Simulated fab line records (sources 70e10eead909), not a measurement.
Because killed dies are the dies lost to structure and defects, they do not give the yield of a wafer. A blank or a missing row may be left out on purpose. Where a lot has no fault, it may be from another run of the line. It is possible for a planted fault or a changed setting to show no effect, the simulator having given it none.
fab line records | flow nand_harc
[record] lots = 11 | wafers = 33 | last_day = 33
route steps=1302 shown P_M1@317 P_M2@330 END@1302
lots untouched by any fault: they come from a run of this same line in which no faults occurred
start_h: start of the lot's first displayed wafer, in hours after the record's first day | wait_h: how many hours have passed since the lot's step before this one | " as in the row above | L1.1+2: a single row standing in for several wafers | - no value, or no start given | * or withheld: withheld | < > ~ a bound
route shown NAME@n: a module of which the file shows steps, and the number in the route of the first | usual: mean/standard deviation of fault-free wafers | same: alike in all rows | chamber/n: place in a boat | sites: each site's reading | _std_site: standard deviation of those values | _edge_site: mean of outer sites minus mean of inner sites | radius_mm: for every site, how far away it sits from the centre of the wafer | mask NAME#n: copy n | behind: tool/chamber where the wafer was last shaped | hold: why the lot went on hold/how many hours it stayed there/how the hold came to an end | device: the transistor (n, p or np) that didn't switch | end of line: tests of these same wafers at the route's end | for a step that has no rows: nothing shown but its recipe | killed: the dies lost at the first sort to structure and to defects; this is not the yield of the wafer | map: shows each die of a wafer: x if killed, . if not, _ if none is there
set.NAME: the setting the step ran with; set.NAME@STEP: the setting that earlier step ran with | model.NAME: the simulator's own value behind a step, which no gauge read
route steps across a sampled set of lots; one table per step, one row per wafer
services: the hour from which a tool's chamber was out of use, counted from the record's first day as start_h (under 0 if before that day), plus the number of hours and why
[[steps]]
[step NHARC_P_M1_DEP_33]
[recipe] target_thk_a = 300 | temp_c = 370 | target_thk_nm = 30 | pressure_torr = 3 | flow_sccm = 200 | rf_w = 450 | material = SiCN
[usual] heater_power_w = 621/76 | susceptor_temp_C = 370.01/0.23
lot.wafer | tool     | chamber | start_h | wait_h | heater_power_w | susceptor_temp_C
L700.3    | pecvd-03 | 0       | 142.06  | 0.1    | 456            | 370.38
L700.2    | "        | 2       | "       | "      | 632            | 370.45
L700.5    | "        | 1       | "       | "      | 731            | 369.81
L704.2    | pecvd-01 | 1       | 179.54  | 0.1    | 622            | 369.84
L704.5    | "        | 1       | "       | "      | 611            | 370.10
L704.6    | "        | 2       | "       | "      | 648            | 369.87
L706.2    | pecvd-01 | 0       | 201.01  | 0.1    | 542            | 369.98
L706.6    | "        | 0       | "       | "      | 530            | 369.99
L706.4    | "        | 1       | "       | "      | 649            | 369.87
L708.3    | pecvd-03 | 0       | 225.53  | 0.1    | 485            | 370.48
L708.2    | "        | 1       | "       | "      | 724            | 370.12
L708.4    | "        | 1       | "       | "      | 743            | 369.63
L711.5    | pecvd-01 | 1       | 246.90  | 0.2    | 653            | 369.74
L711.6    | "        | 2       | "       | "      | 660            | 370.33
L711.4    | "        | 0       | "       | "      | 565            | 370.11
L713.2    | pecvd-03 | 0       | 275.61  | 0.1    | 493            | 370.13
L713.3    | "        | 2       | "       | "      | 586            | 370.29
L713.6    | "        | 1       | "       | "      | 749            | 369.87
L716.3    | pecvd-03 | 1       | 300.22  | 0.1    | 720            | 370.21
L716.5    | "        | 2       | "       | "      | 497            | 370.09
L716.4    | "        | 1       | "       | "      | 708            | 370.07
L719.3    | pecvd-02 | 2       | 320.91  | 0.1    | 557            | 370.02
L719.1    | "        | 0       | "       | "      | 677            | 369.54
L719.6    | "        | 1       | "       | "      | 640            | 369.92
L720.1    | pecvd-01 | 2       | 339.62  | 0.1    | 662            | 370.14
L720.4    | "        | 2       | "       | "      | 672            | 370.03
L720.5    | "        | 1       | "       | "      | 645            | 369.74
L721.2    | pecvd-01 | 0       | 347.30  | 0.1    | 628            | 370.03
L721.5    | "        | 1       | "       | "      | 597            | 370.05
L721.4    | "        | 2       | "       | "      | 629            | 370.19
L722.1    | pecvd-03 | 0       | 356.39  | 0.1    | 522            | 369.70
L722.3    | "        | 1       | "       | "      | 766            | 370.33
L722.5    | "        | 0       | "       | "      | 524            | 369.54
[step NHARC_P_M2_INSPECT_11]
[usual] raw_defect_count = 4.7/2.7
lot.wafer | tool              | chamber | start_h | wait_h | raw_defect_count
L700.2    | defect_inspect-02 | -       | 143.44  | 0.0    | 1
L700.3    | "                 | -       | "       | "      | 9
L700.5    | "                 | -       | "       | "      | 1
L704.2    | defect_inspect-02 | -       | 180.74  | 0.0    | 5
L704.5    | "                 | -       | "       | "      | 10
L704.6    | "                 | -       | "       | "      | 3
L706.2    | defect_inspect-02 | -       | 202.34  | 0.0    | 8
L706.4    | "                 | -       | "       | "      | 4
L706.6    | "                 | -       | "       | "      | 9
L708.2    | defect_inspect-02 | -       | 226.93  | 0.0    | 3
L708.3    | "                 | -       | "       | "      | 3
L708.4    | "                 | -       | "       | "      | 3
L711.4    | defect_inspect-01 | -       | 248.15  | 0.0    | 3
L711.5    | "                 | -       | "       | "      | 5
L711.6    | "                 | -       | "       | "      | 5
L713.2    | defect_inspect-02 | -       | 276.86  | 0.0    | 6
L713.3    | "                 | -       | "       | "      | 4
L713.6    | "                 | -       | "       | "      | 4
L716.3    | defect_inspect-02 | -       | 301.38  | 0.0    | 0
L716.4    | "                 | -       | "       | "      | 2
L716.5    | "                 | -       | "       | "      | 5
L719.1    | defect_inspect-02 | -       | 322.28  | 0.0    | 2
L719.3    | "                 | -       | "       | "      | 3
L719.6    | "                 | -       | "       | "      | 0
L720.1    | defect_inspect-01 | -       | 341.05  | 0.0    | 9
L720.4    | "                 | -       | "       | "      | 4
L720.5    | "                 | -       | "       | "      | 12
L721.2    | defect_inspect-01 | -       | 348.59  | 0.0    | 6
L721.4    | "                 | -       | "       | "      | 5
L721.5    | "                 | -       | "       | "      | 3
L722.1    | defect_inspect-02 | -       | 357.77  | 0.0    | 11
L722.3    | "                 | -       | "       | "      | 4
L722.5    | "                 | -       | "       | "      | 9
[step NHARC_P_M2_DESCUM_14]
[recipe] time_s = 3 | o2_flow_sccm = 200 | ar_flow_sccm = 0 | bias_power_w = 0 | chemistry = O2
[usual] drypump_motor_current_A = 5.9/0.51 | oes_product_au = 1.001/0.0098 | rf_vpp_V = 57.9/0.94 | showerhead_plenum_p_Torr = 1.92/0.089 | throttle_valve_pct = 11.310/0.0094
[same] bias_power_w = 0
lot.wafer | tool        | chamber | start_h | wait_h | drypump_motor_current_A | oes_product_au | rf_hours_counter_h | rf_vpp_V | showerhead_plenum_p_Torr | throttle_valve_pct
L700.2    | rie_diel-08 | 0       | 143.50  | 0.1    | 6.6                     | 1.034          | 5.8                | 58.6     | 1.95                     | 11.325
L700.3    | "           | 2       | "       | "      | 5.4                     | 0.989          | 5.3                | 57.7     | 2.06                     | 11.310
L700.5    | "           | 1       | "       | "      | 6.5                     | 0.998          | -                  | 58.9     | 1.97                     | 11.312
L704.2    | rie_diel-08 | 2       | 180.83  | 0.1    | 5.4                     | 0.991          | 7.7                | 59.3     | 2.05                     | 11.309
L704.6    | "           | 3       | "       | "      | 5.6                     | 0.999          | -                  | 58.7     | 1.93                     | 11.295
L704.5    | "           | 0       | "       | "      | 6.7                     | 1.020          | -                  | 58.9     | 1.95                     | 11.317
L706.2    | rie_diel-09 | 1       | 202.42  | 0.1    | 6.4                     | 0.999          | 4.6                | 58.8     | 2.02                     | 11.301
L706.4    | "           | 2       | "       | "      | 6.1                     | 1.014          | 4.0                | 56.6     | 1.79                     | 11.295
L706.6    | "           | 0       | "       | "      | 5.5                     | 0.993          | -                  | 58.9     | 1.89                     | 11.321
L708.4    | rie_diel-09 | 2       | 226.99  | 0.1    | 6.1                     | 1.020          | 4.6                | 56.6     | 1.79                     | 11.308
L708.2    | "           | 3       | "       | "      | 6.3                     | 1.014          | 4.0                | 57.5     | 1.78                     | 11.316
L708.3    | "           | 0       | "       | "      | 5.5                     | 0.998          | 4.7                | 55.8     | 1.89                     | 11.316
L711.4    | rie_diel-08 | 2       | 248.24  | 0.1    | 5.4                     | 0.997          | 2.9                | 58.2     | 2.05                     | 11.320
L711.6    | "           | 3       | "       | "      | 5.6                     | 1.008          | -                  | 57.2     | 1.93                     | 11.327
L711.5    | "           | 0       | "       | "      | 6.6                     | 1.011          | -                  | 59.3     | 1.94                     | 11.300
L713.2    | rie_diel-02 | 3       | 276.92  | 0.1    | 5.3                     | 1.004          | 2.4                | 58.5     | 2.01                     | 11.306
L713.3    | "           | 1       | "       | "      | 6.3                     | 0.990          | 2.1                | 57.3     | 1.85                     | 11.314
L713.6    | "           | 0       | "       | "      | 5.4                     | 0.998          | -                  | 59.0     | 1.86                     | 11.312
L716.4    | rie_diel-08 | 1       | 301.46  | 0.1    | 6.5                     | 0.997          | 5.2                | 58.2     | 1.97                     | 11.306
L716.3    | "           | 2       | "       | "      | 5.4                     | 0.985          | 5.7                | 59.1     | 2.05                     | 11.300
L716.5    | "           | 0       | "       | "      | 6.7                     | 1.010          | -                  | 58.4     | 1.94                     | 11.303
L719.1    | rie_diel-02 | 3       | 322.35  | 0.1    | 5.3                     | 1.008          | 4.1                | 57.9     | 2.01                     | 11.307
L719.3    | "           | 0       | "       | "      | 5.4                     | 0.994          | 3.9                | 57.8     | 1.86                     | 11.314
L719.6    | "           | 3       | "       | "      | 5.3                     | 1.001          | -                  | 57.8     | 2.01                     | 11.315
L720.4    | rie_diel-09 | 2       | 341.13  | 0.1    | 6.1                     | 1.015          | 0.1                | 56.9     | 1.79                     | 11.290
L720.1    | "           | 3       | "       | "      | 6.3                     | 1.023          | 0.1                | 57.0     | 1.78                     | 11.312
L720.5    | "           | 0       | "       | "      | 5.5                     | 0.983          | -                  | 56.9     | 1.89                     | 11.322
L721.4    | rie_diel-02 | 2       | 348.65  | 0.1    | 5.5                     | 0.999          | 6.1                | 58.2     | 1.78                     | 11.303
L721.2    | "           | 3       | "       | "      | 5.3                     | 1.016          | 6.2                | 58.1     | 2.01                     | 11.309
L721.5    | "           | 2       | "       | "      | 5.4                     | 1.005          | -                  | 56.7     | 1.78                     | 11.320
L722.3    | rie_diel-08 | 3       | 357.83  | 0.1    | 5.6                     | 0.994          | 8.6                | 57.0     | 1.93                     | 11.317
L722.1    | "           | 0       | "       | "      | 6.7                     | 1.005          | 8.4                | 57.6     | 1.94                     | 11.317
L722.5    | "           | 3       | "       | "      | 5.6                     | 0.998          | -                  | 57.5     | 1.93                     | 11.308
[step NHARC_P_M2_ECD_22]
[recipe] target_thk_a = 4000 | bath_temp_c = 25 | material = Cu
lot.wafer  | tool      | chamber | start_h | wait_h
L700.2+3+5 | ecd_cu-02 | 1,0,0   | 144.92  | -
L704.2+6+5 | ecd_cu-02 | 0,0,1   | 182.19  | -
L706.2+4+6 | ecd_cu-01 | 1       | 203.83  | -
L708.2+3+4 | ecd_cu-02 | 1,0,1   | 228.44  | -
L711.4+6+5 | ecd_cu-01 | 0,1,0   | 250.24  | -
L713.2+3+6 | ecd_cu-01 | 1       | 278.34  | -
L716.3+4+5 | ecd_cu-02 | 1,0,0   | 302.92  | -
L719.1+3+6 | ecd_cu-01 | 0       | 323.79  | -
L720.1+4+5 | ecd_cu-02 | 1,0,0   | 342.54  | -
L721.2+4+5 | ecd_cu-01 | 0,1,0   | 350.05  | -
L722.1+3+5 | ecd_cu-02 | 0,0,1   | 359.20  | -
[step NHARC_P_M2_CMP_23]
[recipe] t_overpolish_s = 20 | target_thk_nm = 144.3
[usual] edge_zone_pressure_frac = 1.001/0.0045 | motor_current_A = 11.6/1 | time_to_endpoint_s = 29.2/2.5
lot.wafer | tool   | chamber | start_h | wait_h | edge_zone_pressure_frac | motor_current_A | time_to_endpoint_s
L700.3    | cmp-04 | 2       | 145.62  | -      | 1.005                   | 9.9             | 33.8
L700.2    | "      | 0       | "       | "      | 1.003                   | 12.1            | 32.2
L700.5    | "      | 1       | "       | "      | 0.998                   | 11.0            | 27.9
L704.2    | cmp-01 | 2       | 182.96  | -      | 0.997                   | 11.2            | 28.4
L704.5    | "      | 0       | "       | "      | 0.993                   | 12.1            | 23.2
L704.6    | "      | 1       | "       | "      | 0.996                   | 11.0            | 28.0
L706.4    | cmp-01 | 0       | 204.50  | -      | 1.001                   | 12.0            | 26.9
L706.2    | "      | 2       | "       | "      | 0.999                   | 11.1            | 30.9
L706.6    | "      | 0       | "       | "      | 1.004                   | 12.6            | 28.4
L708.3    | cmp-02 | 2       | 229.17  | -      | 0.998                   | 10.5            | 29.8
L708.2    | "      | 3       | "       | "      | 0.996                   | 10.8            | 26.2
L708.4    | "      | 0       | "       | "      | 1.000                   | 12.8            | 29.0
L711.4    | cmp-04 | 0       | 250.87  | -      | 1.000                   | 11.5            | 30.2
L711.5    | "      | 2       | "       | "      | 1.004                   | 9.1             | 31.6
L711.6    | "      | 3       | "       | "      | 1.008                   | 13.8            | 31.0
L713.2    | cmp-04 | 3       | 279.11  | -      | 0.997                   | 13.2            | 29.3
L713.3    | "      | 0       | "       | "      | 1.001                   | 11.3            | 29.0
L713.6    | "      | 2       | "       | "      | 0.998                   | 9.6             | 33.7
L716.3    | cmp-02 | 2       | 303.55  | -      | 1.005                   | 11.4            | 32.0
L716.4    | "      | 1       | "       | "      | 1.000                   | 12.0            | 28.3
L716.5    | "      | 3       | "       | "      | 0.997                   | 11.6            | 28.3
L719.3    | cmp-02 | 0       | 324.46  | -      | 1.002                   | 13.0            | 26.4
L719.1    | "      | 3       | "       | "      | 0.996                   | 11.8            | 27.3
L719.6    | "      | 0       | "       | "      | 1.002                   | 14.3            | 30.6
L720.1    | cmp-02 | 2       | 343.26  | -      | 1.008                   | 10.4            | 34.4
L720.4    | "      | 1       | "       | "      | 1.000                   | 12.6            | 16.5
L720.5    | "      | 2       | "       | "      | 0.998                   | 10.7            | 18.8
L721.4    | cmp-01 | 3       | 350.78  | -      | 1.007                   | 11.5            | 29.4
L721.2    | "      | 0       | "       | "      | 1.004                   | 12.2            | 25.8
L721.5    | "      | 0       | "       | "      | 0.999                   | 12.0            | 27.8
L722.3    | cmp-04 | 0       | 359.93  | -      | 0.996                   | 11.8            | 14.6
L722.1    | "      | 1       | "       | "      | 1.001                   | 10.3            | 11.4
L722.5    | "      | 1       | "       | "      | 0.997                   | 11.1            | 27.8
[step NHARC_END_SORT_01]
[recipe] temp_c = 25
[usual] defect_limited_yield = 91.5/2.9 | killed_at_array = 53/20 | killed_at_other = 1/1.2 | killed_at_periphery = 3.7/2.6 | killed_dies = 58/20 | killed_open = 3.5/1.8 | killed_short = 2.4/1.7 | sort_bin_2_pct = 3.1/1.3 | sort_bin_3_pct = 0.6/0.4 | sort_bin_4_pct = 4.9/1.7 | sort_n_pass = 619/20 | sort_rim_yield_pct = 92/4 | sort_yield_pct = 91.5/2.9
[same] gross_dies = 677 | sort_bin_5_pct[%] = 0 | sort_bin_6_pct[%] = 0 | sort_bin_7_pct[%] = 0 | sort_bin_8_pct[%] = 0 | sort_rim_n_gross = 106.00
lot.wafer | tool      | chamber | start_h | wait_h | defect_limited_yield[%] | killed_at_array | killed_at_other | killed_at_periphery | killed_dies | killed_open | killed_short | sort_bin_2_pct[%] | sort_bin_3_pct[%] | sort_bin_4_pct[%] | sort_n_pass | sort_rim_yield_pct[%] | sort_yield_pct[%]
L720.1    | prober-02 | 0       | 773.38  | 2.5    | 94.4                    | 25              | 6               | 7                   | 38          | 5           | 2            | 1.6               | 0.4               | 3.5               | 639         | 98                    | 94.4
L720.4    | prober-02 | 0       | 775.78  | 3.4    | 94.7                    | 32              | 0               | 4                   | 36          | 7           | 0            | 1.3               | 0.4               | 3.5               | 641         | 96                    | 94.7
L720.5    | prober-02 | 0       | 776.58  | 3.7    | 94.8                    | 25              | 1               | 9                   | 35          | 3           | 5            | 1.5               | 0.1               | 3.5               | 642         | 94                    | 94.8
// killed by level:class
L720.1 A_SLIT:chamber_film_flake=9 A_CONTACT:chamber_film_flake=6 THIN_TSV:chamber_film_flake=5 P_CONTACT:chamber_film_flake=4 P_CONTACT:geometric_particle:open=2 A_CHANNEL_FILL_D2:chamber_film_flake=2 A_ONON_D2:geometric_particle:open=1 A_CHANNEL_HOLE_D2:geometric_particle:short=1
L720.4 A_CONTACT:chamber_film_flake=10 A_SLIT:chamber_film_flake=8 A_CHANNEL_HOLE_D1:chamber_film_flake=5 P_CONTACT:geometric_particle:open=2 P_CONTACT:chamber_film_flake=2 A_STAIRCASE:chamber_film_flake=2 A_DECK1_JOINT:geometric_particle:open=1 A_ONON_D2:geometric_particle:open=1
L720.5 A_CONTACT:chamber_film_flake=9 P_ZERO_WELL:chamber_film_flake=4 P_CONTACT:chamber_film_flake=3 A_STAIRCASE:chamber_film_flake=3 A_M0:geometric_particle:open=2 A_CHANNEL_HOLE_D1:chamber_film_flake=2 A_SLIT:chamber_film_flake=2 P_M1:geometric_particle:short=1
[[services]]
tool        | chamber | start_h | hours | kind
pecvd-01    | -       | 130.05  | 13.0  | pm
pecvd-03    | -       | 130.21  | 1.0   | repair
cmp-02      | -       | 136.72  | 4.0   | pm
pecvd-03    | -       | 142.50  | 11.9  | repair
rie_diel-08 | 2       | 148.76  | 3.6   | repair
cmp-02      | -       | 157.63  | 1.3   | repair
ecd_cu-01   | -       | 160.00  | 8.0   | pm
pecvd-03    | -       | 185.05  | 13.0  | pm
rie_diel-08 | -       | 190.89  | 9.0   | pm
cmp-04      | -       | 193.07  | 0.4   | repair
cmp-02      | -       | 196.02  | 0.3   | repair
cmp-04      | -       | 209.00  | 4.0   | pm
cmp-02      | -       | 234.72  | 4.0   | pm
pecvd-01    | -       | 240.54  | 1.0   | repair
ecd_cu-02   | -       | 244.09  | 8.0   | pm
cmp-04      | -       | 266.08  | 1.0   | repair
cmp-02      | -       | 266.64  | 2.0   | repair
cmp-04      | -       | 307.00  | 4.0   | pm
pecvd-01    | -       | 311.56  | 13.0  | pm
rie_diel-08 | 1       | 316.99  | 4.7   | repair
ecd_cu-01   | -       | 336.00  | 8.0   | pm
ecd_cu-01   | -       | 344.25  | 4.6   | repair
pecvd-03    | -       | 348.66  | 0.8   | repair
pecvd-01    | 1       | 349.43  | 6.8   | repair
[[key]]
[first_sign] step = NHARC_P_M2_CMP_23 | reading = time_to_endpoint_s | direction = down | sigmas = 5.5 | usual = * | struck = *
effect none on later readings
met_at NHARC_P_M2_ECD_22
struck_lots L720,L722
struck_wafers L720.4,L720.5,L722.1,L722.3
not_acting_at NHARC_P_M1_DEP_33,NHARC_P_M2_INSPECT_11,NHARC_P_M2_DESCUM_14
onset_between 302.92 342.54
[fault] kind = process_parameter_drift | tool = ecd_cu-02 | chamber = 0 | onset_h = 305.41 | steps = NHARC_P_M2_ECD_22 | channel = target_thk_a | offset = * | shape = step | acts_in = * | stated = *
